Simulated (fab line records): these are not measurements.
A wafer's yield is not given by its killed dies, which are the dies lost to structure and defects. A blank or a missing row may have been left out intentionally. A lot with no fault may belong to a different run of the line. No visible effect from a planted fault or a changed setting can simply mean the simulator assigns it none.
Matching of chambers | flow nandHarc | rieDiel-11 running NHARC_A_CONTACT_ETCH_88: 4 sister chambers
The step etches the open film in CF4, target depth 39 nm, time 65 s. 4 wafers are shown with their chamber, then 12 later ones without.

## EACH WAFER AND ITS CHAMBER
wafer  | chamber | showerheadPlenumPTorr (Torr)
L082.1 | 0       | 1.86
L085.3 | 1       | 1.78
L087.5 | 2       | 1.71
L087.6 | 3       | 1.73

## WAFERS MISSING THEIR CHAMBER
wafer  | showerheadPlenumPTorr (Torr)
L090.3 | 1.72
L090.5 | 1.72
L090.6 | 1.71
L093.1 | 1.86
L093.3 | 1.71
L093.4 | 1.77
L097.1 | 1.72
L097.3 | 1.86
L097.6 | 1.86
L096.1 | 1.86
L096.2 | 1.71
L096.4 | 1.72

## EACH ONE'S CHAMBER
wafer  | from the rows above     | in truth
L090.3 | can't be placed: 2 or 3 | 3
L090.5 | can't be placed: 2 or 3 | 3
L090.6 | 2                       | 2
L093.1 | 0                       | 0
L093.3 | 2                       | 2
L093.4 | 1                       | 1
L097.1 | can't be placed: 2 or 3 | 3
L097.3 | 0                       | 0
L097.6 | 0                       | 0
L096.1 | 0                       | 0
L096.2 | 2                       | 2
L096.4 | can't be placed: 2 or 3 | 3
Placed correctly: 8 of 12. Unplaceable from these rows: 4, with the true chamber sitting among the candidates in 4. 0 placed wrongly.
How it was worked out, from the rows above alone: a wafer's distance from a chamber is the root of the sum, over the readings, of the square of ((its reading less the chamber's mean) divided by the reading's scatter). If the next closest chamber is less than 2 further off than the closest, the wafer can't be placed; otherwise it belongs to the closest. The mean given for a chamber averages the wafers shown for that chamber. The scatter: root of mean squared gap, hidden wafer to nearest shown wafer, with one shown wafer a chamber.
